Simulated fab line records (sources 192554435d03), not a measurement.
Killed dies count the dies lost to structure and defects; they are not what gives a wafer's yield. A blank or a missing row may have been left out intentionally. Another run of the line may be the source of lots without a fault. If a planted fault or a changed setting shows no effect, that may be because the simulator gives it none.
Chamber matching	flow n5_finfet	4 sister chambers for N5_GATE_CUT_ETCH_19 on rie_diel-06
The step etches SiNx in CH3F/O2, target depth 53.7 nm, time 76.7 s. 16 wafers are shown with their chamber, then 8 later ones without.

WAFERS PAIRED WITH THEIR CHAMBERS
wafer	chamber	showerhead_plenum_p_Torr (Torr)	drypump_motor_current_A (A)	throttle_valve_pct (%)
L077.4	1	1.86	6.0	16.16
L077.5	3	1.88	6.7	16.47
L077.6	0	1.97	6.0	16.35
L079.2	2	2.08	5.6	16.36
L079.5	2	2.08	5.6	16.38
L079.6	3	1.88	6.6	16.48
L080.1	2	2.08	5.6	16.35
L080.2	0	1.97	6.0	16.36
L080.4	1	1.86	6.0	16.18
L085.2	1	1.86	6.0	16.18
L085.4	2	2.08	5.6	16.39
L085.5	1	1.86	6.0	16.18
L086.1	2	2.08	5.6	16.40
L086.2	3	1.88	6.7	16.49
L086.3	1	1.85	6.0	16.20
L091.1	2	2.07	5.6	16.41

SIGNATURES (averages over the wafers above)
reading	chamber 0	chamber 1	chamber 2	chamber 3	scatter within a chamber
showerhead_plenum_p_Torr	1.9700	1.8580	2.0783	1.8800	0.00369
drypump_motor_current_A	6.000	6.000	5.600	6.667	0.0236
throttle_valve_pct	16.3550	16.1800	16.3817	16.4800	0.0176
Rule: for a wafer and a chamber, the distance is found by dividing, reading by reading, the gap between the wafer's reading and the chamber's mean by the reading's scatter, squaring, summing and taking the root. The wafer belongs to the nearest chamber; if the next one is less than 2 further off, it can't be placed. The scatter: the root of (the sum of the squares of (reading less its chamber's mean) over the shown wafers, divided by (wafers less chambers)).

WAFERS MISSING THEIR CHAMBER
wafer	showerhead_plenum_p_Torr (Torr)	drypump_motor_current_A (A)	throttle_valve_pct (%)
L091.3	1.96	6.0	16.41
L091.4	1.87	6.6	16.53
L094.2	1.87	6.7	16.51
L094.5	1.85	6.0	16.21
L094.6	1.87	6.6	16.53
L095.1	1.87	6.7	16.55
L095.2	1.85	6.0	16.23
L095.3	2.07	5.6	16.43

WHICH CHAMBER EACH WENT THROUGH
wafer	from the rows above	in truth
L091.3	0	0
L091.4	3	3
L094.2	3	3
L094.5	1	1
L094.6	3	3
L095.1	3	3
L095.2	1	1
L095.3	2	2
8 of 8 placed correctly. Not placeable from these rows: 0. Placed wrongly: 0.
